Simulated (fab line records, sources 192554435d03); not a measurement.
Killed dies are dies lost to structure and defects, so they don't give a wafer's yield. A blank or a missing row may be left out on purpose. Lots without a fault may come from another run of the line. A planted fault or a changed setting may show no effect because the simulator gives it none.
Which tool did it? | flow n5_finfet | 24 lots, 72 wafers sampled, at 4 steps of a route of 1938

WHAT THE GAUGES READ, wafer by wafer
N5_MOL_CONTACT_COAG_OVL_MEAS_09. Usual: CA_OVL 0.1 nm, standard deviation 0.77.
lot  | measured     | on         | CA_OVL (nm)    | flag
L074 | day 4 15:59  | overlay-01 | 0.3 -0.7 0.7   |
L075 | day 4 22:56  | overlay-01 | -0.1 0.6 0.0   |
L076 | day 5 04:46  | overlay-01 | 0.3 0.0 0.1    |
L077 | day 5 09:29  | overlay-01 | 0.6 -0.7 0.7   |
L078 | day 5 20:12  | overlay-01 | 1.0 1.1 1.4    |
L079 | day 5 21:08  | overlay-01 | 0.4 -0.3 0.9   |
L080 | day 6 09:53  | overlay-02 | 1.0 -0.1 0.8   |
L081 | day 6 12:23  | overlay-02 | -0.3 0.6 0.2   |
L082 | day 6 18:17  | overlay-01 | 0.1 0.0 0.6    |
L083 | day 7 01:41  | overlay-01 | 0.7 0.6 0.5    |
L084 | day 7 09:05  | overlay-02 | 2.0 0.8 0.5    |
L085 | day 7 11:21  | overlay-01 | 1.9 0.6 -0.7   |
L086 | day 7 19:14  | overlay-01 | -0.7 0.3 -1.0  |
L087 | day 8 05:20  | overlay-01 | 0.7 1.5 1.3    |
L088 | day 8 07:08  | overlay-01 | 0.1 1.2 1.1    |
L089 | day 8 12:40  | overlay-01 | -0.8 -0.5 0.0  |
L090 | day 8 23:38  | overlay-02 | 0.4 -0.3 -1.2  |
L091 | day 9 00:59  | overlay-02 | -0.8 1.1 -1.5  |
L092 | day 9 10:29  | overlay-01 | 1.2 0.9 1.4    |
L093 | day 9 13:58  | overlay-02 | -1.6 0.6 -0.1  |
L094 | day 9 18:54  | overlay-02 | -1.2 0.2 -0.4  |
L095 | day 10 01:33 | overlay-02 | -0.3 -1.5 0.0  |
L096 | day 10 08:24 | overlay-01 | -0.7 -0.5 -0.4 |
L097 | day 10 13:26 | overlay-01 | 0.9 -0.3 -0.3  |

N5_MOL_CONTACT_COAG_INSPECT_10: inspects for defects (brightfield). Usual: raw_defect_count 62, standard deviation 27.
lot  | measured     | on                | raw_defect_count | flag
L074 | day 4 16:02  | defect_inspect-02 | 41 38 42         |
L075 | day 4 22:59  | defect_inspect-01 | 41 30 44         |
L076 | day 5 04:50  | defect_inspect-02 | 75 48 76         |
L077 | day 5 09:32  | defect_inspect-02 | 80 87 69         |
L078 | day 5 20:15  | defect_inspect-02 | 79 52 48         |
L079 | day 5 21:11  | defect_inspect-02 | 48 80 56         |
L080 | day 6 09:56  | defect_inspect-01 | 46 93 70         |
L081 | day 6 12:27  | defect_inspect-02 | 31 25 37         |
L082 | day 6 18:21  | defect_inspect-02 | 132 79 47        |
L083 | day 7 01:44  | defect_inspect-01 | 33 52 54         |
L084 | day 7 09:08  | defect_inspect-01 | 89 127 94        |
L085 | day 7 11:25  | defect_inspect-01 | 55 64 109        |
L086 | day 7 19:17  | defect_inspect-02 | 75 65 83         |
L087 | day 8 05:23  | defect_inspect-02 | 24 26 38         |
L088 | day 8 07:11  | defect_inspect-02 | 91 57 97         |
L089 | day 8 12:44  | defect_inspect-02 | 38 35 72         |
L090 | day 8 23:41  | defect_inspect-02 | 48 47 38         |
L091 | day 9 01:02  | defect_inspect-02 | 42 50 87         |
L092 | day 9 10:32  | defect_inspect-01 | 31 26 42         |
L093 | day 9 14:01  | defect_inspect-02 | 64 53 63         |
L094 | day 9 18:57  | defect_inspect-01 | 103 31 104       |
L095 | day 10 01:37 | defect_inspect-02 | 39 64 28         |
L096 | day 10 08:27 | defect_inspect-02 | 104 118 170      |
L097 | day 10 13:29 | defect_inspect-02 | 91 53 61         |

WHICH TOOL RAN EACH LOT (tool, then ch and the chambers of the sampled wafers, then the start)
lot  | N5_GATE_CUT_VAPOR_ETCH_60        | N5_GATE_CUT_SAC_CAP_01
L074 | rie_metal-03 ch 0,1, day 4 08:26 | ald_sin-03 ch 0,1,3, day 4 08:58
L075 | rie_metal-03 ch 0,1, day 4 14:45 | ald_sin-01 ch 0,1,3, day 4 15:38
L076 | rie_metal-01 ch 0,1, day 4 21:17 | ald_sin-02 ch 1,3, day 4 21:54
L077 | rie_metal-01 ch 0,1, day 5 02:05 | ald_sin-01 ch 1,2, day 5 02:39
L078 | rie_metal-01 ch 0,1, day 5 09:58 | ald_sin-02 ch 0,1,3, day 5 10:25
L079 | rie_metal-02 ch 0,1, day 5 13:59 | ald_sin-02 ch 0,1, day 5 14:23
L080 | rie_metal-01 ch 0,1, day 6 02:09 | ald_sin-02 ch 1,3, day 6 02:40
L081 | rie_metal-01 ch 0,1, day 6 05:07 | ald_sin-01 ch 1,2, day 6 05:31
L082 | rie_metal-01 ch 0,1, day 6 10:07 | ald_sin-02 ch 0,2, day 6 10:29
L083 | rie_metal-02 ch 0,1, day 6 18:22 | ald_sin-01 ch 0,2,3, day 6 18:44
L084 | rie_metal-01 ch 0,1, day 7 01:14 | ald_sin-02 ch 0,1,3, day 7 01:41
L085 | rie_metal-02 ch 0,1, day 7 03:43 | ald_sin-01 ch 1,2, day 7 04:05
L086 | rie_metal-01 ch 0,1, day 7 11:19 | ald_sin-02 ch 0,1, day 7 11:56
L087 | rie_metal-01 ch 0,1, day 7 21:15 | ald_sin-02 ch 1,3, day 7 22:13
L088 | rie_metal-02 ch 0,1, day 7 23:27 | ald_sin-02 ch 0,3, day 8 00:23
L089 | rie_metal-02 ch 0,1, day 8 04:12 | ald_sin-01 ch 0,2, day 8 05:16
L090 | rie_metal-01 ch 0,1, day 8 15:25 | ald_sin-02 ch 0,1,3, day 8 15:47
L091 | rie_metal-03 ch 0,1, day 8 16:25 | ald_sin-03 ch 0,1,2, day 8 17:25
L092 | rie_metal-02 ch 0,1, day 9 02:58 | ald_sin-02 ch 1,2,3, day 9 03:20
L093 | rie_metal-02 ch 0,1, day 9 06:42 | ald_sin-02 ch 0,1,2, day 9 07:04
L094 | rie_metal-03 ch 1, day 9 11:29   | ald_sin-01 ch 1,2, day 9 11:52
L095 | rie_metal-03 ch 0,1, day 9 16:53 | ald_sin-02 ch 0,2,3, day 9 18:06
L096 | rie_metal-02 ch 0,1, day 9 23:51 | ald_sin-01 ch 1,2,3, day 10 00:22
L097 | rie_metal-01 ch 1, day 10 05:35  | ald_sin-01 ch 0,1,3, day 10 06:07
- N5_GATE_CUT_VAPOR_ETCH_60: etches HfO2 in BCl3/Cl2.
- N5_GATE_CUT_SAC_CAP_01: material SiNx, target thk 24 nm, pulse time 1 s, ald cycles 480.

WHAT THE TOOLS THEMSELVES READ (means of the sampled wafers that have a number; where no wafer has one, the mark that the record gives instead)
N5_GATE_CUT_VAPOR_ETCH_60. Usual: drypump_motor_current_A 5.8 A, standard deviation 0.41; oes_product_au 0.72 a.u., standard deviation 0.11.
lot  | tool         | drypump_motor_current_A (A) | oes_product_au (a.u.) | flag
L074 | rie_metal-03 | 5.9                         | 0.66                  |
L075 | rie_metal-03 | 6.0                         | 0.73                  |
L076 | rie_metal-01 | 6.0                         | 0.65                  |
L077 | rie_metal-01 | 6.0                         | 0.66                  |
L078 | rie_metal-01 | 5.7                         | 0.63                  |
L079 | rie_metal-02 | 5.6                         | 0.76                  |
L080 | rie_metal-01 | 5.6                         | 0.64                  |
L081 | rie_metal-01 | 5.6                         | 0.64                  |
L082 | rie_metal-01 | 5.7                         | 0.63                  |
L083 | rie_metal-02 | 5.4                         | 0.81                  |
L084 | rie_metal-01 | 6.0                         | 0.65                  |
L085 | rie_metal-02 | 5.4                         | 0.80                  |
L086 | rie_metal-01 | 6.0                         | 0.65                  |
L087 | rie_metal-01 | 6.0                         | 0.65                  |
L088 | rie_metal-02 | 5.4                         | 0.80                  |
L089 | rie_metal-02 | 5.6                         | 0.74                  |
L090 | rie_metal-01 | 5.6                         | 0.62                  |
L091 | rie_metal-03 | 6.0                         | 0.82                  |
L092 | rie_metal-02 | 5.4                         | 0.78                  |
L093 | rie_metal-02 | 5.5                         | 0.79                  |
L094 | rie_metal-03 | 5.7                         | 0.93                  |
L095 | rie_metal-03 | 5.9                         | 0.88                  |
L096 | rie_metal-02 | 5.5                         | 0.78                  |
L097 | rie_metal-01 | 6.3                         | 0.65                  |

N5_GATE_CUT_SAC_CAP_01. Usual: heater_power_w 837 W, standard deviation 60; precursor_pulse_height_rel 0.998, standard deviation 0.021.
lot  | tool       | heater_power_w (W) | precursor_pulse_height_rel | flag
L074 | ald_sin-03 | 830                | 1.007                      |
L075 | ald_sin-01 | 796                | 0.988                      |
L076 | ald_sin-02 | 821                | 0.998                      |
L077 | ald_sin-01 | 811                | 0.999                      |
L078 | ald_sin-02 | 858                | 0.994                      |
L079 | ald_sin-02 | 860                | 0.986                      |
L080 | ald_sin-02 | 822                | 1.017                      |
L081 | ald_sin-01 | 861                | 0.992                      |
L082 | ald_sin-02 | 825                | 0.992                      |
L083 | ald_sin-01 | 835                | 0.997                      |
L084 | ald_sin-02 | 861                | 0.988                      |
L085 | ald_sin-01 | 857                | 0.988                      |
L086 | ald_sin-02 | 856                | 1.008                      |
L087 | ald_sin-02 | 836                | 1.009                      |
L088 | ald_sin-02 | 883                | 1.025                      |
L089 | ald_sin-01 | 904                | 1.004                      |
L090 | ald_sin-02 | 855                | 1.006                      |
L091 | ald_sin-03 | 842                | 0.995                      |
L092 | ald_sin-02 | 813                | 0.995                      |
L093 | ald_sin-02 | 845                | 0.998                      |
L094 | ald_sin-01 | 864                | 0.998                      |
L095 | ald_sin-02 | 845                | 0.984                      |
L096 | ald_sin-01 | 826                | 0.998                      |
L097 | ald_sin-01 | 803                | 0.994                      |

THE ANSWER, worked out from the rows above alone
Rule: a lot is off if the mean of its wafers that have a number lies more than 3 standard deviations from the usual mean. A lot without any number at a reading at which 4 lots or more have one is off too. The other lots that the step has rows for count as sound. The gauges are gone through in route order, then the tools' own readings, and for those a lot's mean is taken as printed above. The first step at which some lot is off is used, and at that step the reading that is off furthest; a lot without a number counts as furthest.
No lot is off at any reading shown: from this, nothing can be told.

WHAT THE SIMULATOR HAD PUT IN
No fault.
